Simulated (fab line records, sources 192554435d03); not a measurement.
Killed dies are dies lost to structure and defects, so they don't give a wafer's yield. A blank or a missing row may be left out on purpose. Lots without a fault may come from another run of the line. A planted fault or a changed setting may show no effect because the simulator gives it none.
fab line records | flow n5_finfet | part 2 of 2: steps 28 to 35 of 35
record lots=5 wafers=15 last_day=17
route steps=1938 shown MOL_CONTACT_COAG@619 BEOL_M0_SAQP@632
lots that met no fault: from a run of the same line without faults
start_h: hours from the record's first day to the start of the lot's first wafer shown | wait_h: hours since the lot's step before | " the same as in the row above | L1.1+2: a row that stands for several wafers | - no value, or no start given | * or withheld: withheld | < > ~ a bound
route shown NAME@n: a module of which the file shows steps, and the number in the route of the first | usual: mean/standard deviation of fault-free wafers | same: alike in all rows | chamber/n: place in a boat | sites: the reading at each site | _std_site: their standard deviation | _edge_site: outer sites' mean less inner sites' | radius_mm: how far each site lies from the wafer's centre | mask NAME#n: copy n | behind: the tool/chamber that last shaped the wafer | hold: why the lot was held/for how many hours/how that ended | device: the transistor (n, p or np) that didn't switch | end of line: the same wafers' tests at the end of the route | a step without rows: its recipe alone | killed: dies lost to structure and defects at the first sort, not the wafer's yield | map: a wafer's dies, x killed, . not, _ none there
set.NAME: the setting as run; set.NAME@STEP: as run at that earlier step | model.NAME: the simulator's own value behind a step, which no gauge read
lots at some steps of the route; a table a step, a row a wafer
services: from which hour (start_h, from the record's first day; less than 0 if before it) a tool's chamber was out of use, for how many hours, and why
## steps
# step N5_BEOL_M0_SAQP_PEB_12
# recipe peb_temp_c=withheld peb_time_s=60 resist=CAR-ArF
# columns lot.wafer tool chamber start_h wait_h
L076.1+5+6 litho_track-04 0 122.55 0.1
L077.1+3+4 litho_track-02 0 126.00 0.1
L079.1+2+5 litho_track-04 0 134.80 0.1
L087.1+4+5 litho_track-05 0 191.54 0.1
L095.3+5+6 litho_track-05 0 233.48 0.0
# step N5_BEOL_M0_SAQP_DEVELOP_13
# recipe develop_time_s=30 developer=TMAH resist=CAR-ArF dev_temp_c=23 rinse_liquid=diw dry=air_spin
# columns lot.wafer tool chamber start_h wait_h
L076.1+5+6 litho_track-04 0 - -
L077.1+3+4 litho_track-02 0 - -
L079.1+2+5 litho_track-04 0 - -
L087.1+4+5 litho_track-05 0 - -
L095.3+5+6 litho_track-05 0 - -
# step N5_BEOL_M0_SAQP_CD_MEAS_14
# recipe target_cd_nm=42.5 landing_energy_ev=500 detector=se_inlens
# usual cd_nm=42.5/0.38
# columns lot.wafer tool chamber start_h wait_h cd_nm
L076.1 cd_sem-03 0 122.62 - 42.6
L076.5 " 0 " " 42.3
L076.6 " 0 " " 42.6
L077.1 cd_sem-01 0 126.07 - 43.0
L077.3 " 0 " " 42.3
L077.4 " 0 " " 42.3
L079.1 cd_sem-01 0 134.87 - 43.4
L079.2 " 0 " " 42.5
L079.5 " 0 " " 42.6
L087.1 cd_sem-03 0 191.61 - 42.8
L087.4 " 0 " " 42.3
L087.5 " 0 " " 42.0
L095.3 cd_sem-01 0 233.55 - 42.7
L095.5 " 0 " " 42.9
L095.6 " 0 " " 42.7
# step N5_BEOL_M0_SAQP_OVL_MEAS_15
# recipe points_per_wafer=44
# usual M0_CORE_OVL=0.1/0.95
# columns lot.wafer tool chamber start_h wait_h M0_CORE_OVL[nm]
L076.1 overlay-02 0 122.67 0.0 1.6
L076.5 " 0 " " 0.7
L076.6 " 0 " " 1.9
L077.1 overlay-01 0 126.10 0.0 0.1
L077.3 " 0 " " 0.2
L077.4 " 0 " " -0.6
L079.1 overlay-01 0 134.91 0.0 -0.1
L079.2 " 0 " " 1.8
L079.5 " 0 " " -0.2
L087.1 overlay-01 0 191.64 0.0 0.4
L087.4 " 0 " " -0.7
L087.5 " 0 " " 1.3
L095.3 overlay-02 0 233.57 0.0 -1.0
L095.5 " 0 " " -1.5
L095.6 " 0 " " -0.3
# step N5_BEOL_M0_SAQP_INSPECT_16
# recipe mode=adi inspect_instrument=brightfield
# usual raw_defect_count=505/130
# columns lot.wafer tool chamber start_h wait_h raw_defect_count
L076.1 defect_inspect-02 - 122.69 0.0 416
L076.5 " - " " 553
L076.6 " - " " 431
L077.1 defect_inspect-02 - 126.13 0.0 456
L077.3 " - " " 456
L077.4 " - " " 383
L079.1 defect_inspect-02 - 134.93 0.0 673
L079.2 " - " " 744
L079.5 " - " " 535
L087.1 defect_inspect-01 - 191.66 0.0 464
L087.4 " - " " 471
L087.5 " - " " 534
L095.3 defect_inspect-01 - 233.60 0.0 677
L095.5 " - " " 474
L095.6 " - " " 434
# step N5_BEOL_M0_SAQP_DESCUM_19
# recipe chemistry=O2 time_s=7.9 source_power_w=50 bias_power_w=20 pressure_mtorr=20 rf_frequency_hz=2.712e+07 temp_c=40 resist=CAR-ArF o2_flow_sccm=225
# usual drypump_motor_current_A=6.0/0.41 oes_product_au=0.79/0.096 rf_vpp_V=243.2/1.1 showerhead_plenum_p_Torr=2.08/0.058 throttle_valve_pct=20.41/0.24
# columns lot.wafer tool chamber start_h wait_h drypump_motor_current_A oes_product_au rf_hours_counter_h rf_vpp_V showerhead_plenum_p_Torr throttle_valve_pct
L076.1 rie_diel-03 3 122.81 0.1 6.4 0.70 190 243.3 2.17 20.47
L076.5 " 0 " " 5.2 0.81 - 243.3 2.13 20.40
L076.6 " 3 " " 6.4 0.72 - 245.5 2.17 20.47
L077.1 rie_diel-03 2 126.16 0.0 6.6 0.73 198 244.3 2.10 20.51
L077.3 " 0 " " 5.2 0.81 92 244.7 2.13 20.39
L077.4 " 1 " " 5.8 0.68 245 241.7 2.05 20.51
L079.1 rie_diel-02 2 134.97 0.0 5.7 0.68 229 242.5 1.96 20.66
L079.2 " 3 " " 5.8 0.76 170 241.0 1.99 20.09
L079.5 " 1 " " 5.7 0.75 - 242.6 2.02 20.92
L087.1 rie_diel-03 1 191.89 0.2 5.8 0.98 11 243.0 2.04 20.17
L087.4 " 2 " " 6.6 0.71 222 241.9 2.09 20.55
L087.5 " 1 " " 5.8 0.97 - 242.5 2.04 20.17
L095.3 rie_diel-03 3 233.68 0.1 6.4 0.69 220 244.0 2.16 20.52
L095.5 " 0 " " 5.3 0.78 - 243.5 2.12 20.45
L095.6 " 1 " " 5.9 0.92 - 242.5 2.04 20.17
# step N5_BEOL_M0_SAQP_ETCH_83
# recipe chemistry=CF4 target=SiARC target_depth_a=390 mask_material=CAR-ArF time_s=65 ion_energy_ev=80 pressure_mtorr=40 source_w=545 bias_w=36 Ar_flow_sccm=100 cf4_flow_sccm=100 ends=cleared
# usual drypump_motor_current_A=6.0/0.41 etch_rf_on_time_s=65.7/2 oes_product_au=0.67/0.075 rf_vpp_V=183.8/1.1 showerhead_plenum_p_Torr=2.13/0.053 throttle_valve_pct=15.62/0.22
# columns lot.wafer tool chamber start_h wait_h drypump_motor_current_A etch_rf_on_time_s oes_product_au rf_hours_counter_h rf_vpp_V showerhead_plenum_p_Torr throttle_valve_pct
L076.1 rie_diel-03 3 122.85 0.0 6.4 63.9 0.62 190 183.5 2.21 15.71
L076.5 " 0 " " 5.2 66.4 0.69 - 182.4 2.16 15.49
L076.6 " 3 " " 6.4 63.2 0.62 - 184.1 2.21 15.70
L077.1 rie_diel-03 2 126.20 0.0 6.6 64.3 0.63 198 183.6 2.11 15.59
L077.3 " 0 " " 5.2 67.3 0.68 92 185.1 2.15 15.47
L077.4 " 1 " " 5.8 69.4 0.57 245 182.2 2.10 15.75
L079.1 rie_diel-02 2 135.00 0.0 5.7 61.4 0.60 229 182.2 2.04 16.08
L079.2 " 3 " " 5.8 66.7 0.64 170 183.7 2.06 15.46
L079.5 " 1 " " 5.7 65.3 0.65 - 182.3 2.07 16.00
L087.1 rie_diel-03 1 191.93 0.0 5.8 67.5 0.80 11 183.5 2.09 15.29
L087.4 " 2 " " 6.6 63.9 0.62 222 183.6 2.10 15.65
L087.5 " 1 " " 5.8 66.9 0.81 - 183.9 2.09 15.31
L095.3 rie_diel-03 3 233.71 0.0 6.4 64.7 0.59 220 185.3 2.21 15.76
L095.5 " 0 " " 5.2 65.8 0.67 - 183.6 2.14 15.54
L095.6 " 1 " " 5.9 68.4 0.76 - 184.4 2.09 15.30
# step N5_BEOL_M0_SAQP_ETCH_84
# recipe chemistry=N2/H2 target=SOC target_depth_a=1000 overetch_a=200 mask_material=SiARC temp_c=40 time_s=150 ion_energy_ev=200 pressure_mtorr=30 source_w=840 bias_w=150 n2_flow_sccm=200 h2_flow_sccm=200
# usual drypump_motor_current_A=6.0/0.42 oes_product_au=0.70/0.08 rf_vpp_V=523.7/2.1 showerhead_plenum_p_Torr=2.53/0.064 throttle_valve_pct=17.78/0.25
# columns lot.wafer tool chamber start_h wait_h drypump_motor_current_A oes_product_au rf_hours_counter_h rf_vpp_V showerhead_plenum_p_Torr throttle_valve_pct
L076.1 rie_diel-03 3 122.90 0.0 6.5 0.64 191 525.2 2.62 17.86
L076.5 " 0 " " 5.3 0.73 - 524.7 2.55 17.60
L076.6 " 3 " " 6.5 0.65 - 526.6 2.62 17.87
L077.1 rie_diel-03 2 126.25 0.0 6.6 0.66 198 523.7 2.52 17.87
L077.3 " 0 " " 5.2 0.74 92 522.6 2.55 17.59
L077.4 " 1 " " 5.8 0.61 245 522.6 2.50 17.89
L079.1 rie_diel-02 2 135.05 0.0 5.7 0.61 229 520.7 2.41 18.23
L079.2 " 3 " " 5.8 0.67 170 520.4 2.43 17.70
L079.5 " 1 " " 5.7 0.67 - 520.9 2.42 18.03
L087.1 rie_diel-03 1 191.98 0.0 5.8 0.85 11 522.0 2.50 17.48
L087.4 " 2 " " 6.6 0.63 222 522.8 2.51 17.90
L087.5 " 1 " " 5.8 0.84 - 521.7 2.50 17.48
L095.3 rie_diel-03 3 233.76 0.0 6.4 0.62 220 526.2 2.61 17.93
L095.5 " 0 " " 5.2 0.70 - 524.3 2.54 17.65
L095.6 " 1 " " 5.8 0.82 - 523.8 2.49 17.51
## services
# columns tool chamber start_h hours kind
arfi_scanner-02 - 93.43 3.6 repair
pecvd-04 - 99.25 28.1 pm
pecvd-01 2 104.13 4.0 repair
arfi_scanner-02 - 107.96 1.0 pm
wet_bench-05 - 113.79 1.9 pm
rie_diel-02 2 114.71 9.7 repair
arfi_scanner-02 - 117.68 0.8 pm
pvd_sputter-01 - 118.52 3.9 repair
arfi_scanner-01 - 123.44 1.3 pm
pecvd-01 2 131.50 6.3 repair
plasma_asher-01 - 137.25 14.6 pm
cvd_w-01 - 150.71 2.8 pm
pecvd-04 - 155.23 2.8 pm
cmp-02 - 155.54 2.0 repair
arfi_scanner-01 - 157.53 0.8 pm
arfi_scanner-01 - 159.04 0.5 repair
arfi_scanner-02 - 159.81 1.3 pm
rie_diel-02 3 159.82 13.2 repair
pecvd-04 - 160.06 0.3 repair
pecvd-02 2 161.44 4.7 repair
pecvd-02 - 161.88 9.5 repair
arfi_scanner-01 - 162.74 0.9 repair
cmp-02 - 163.44 3.8 pm
pecvd-04 1 210.67 3.4 repair
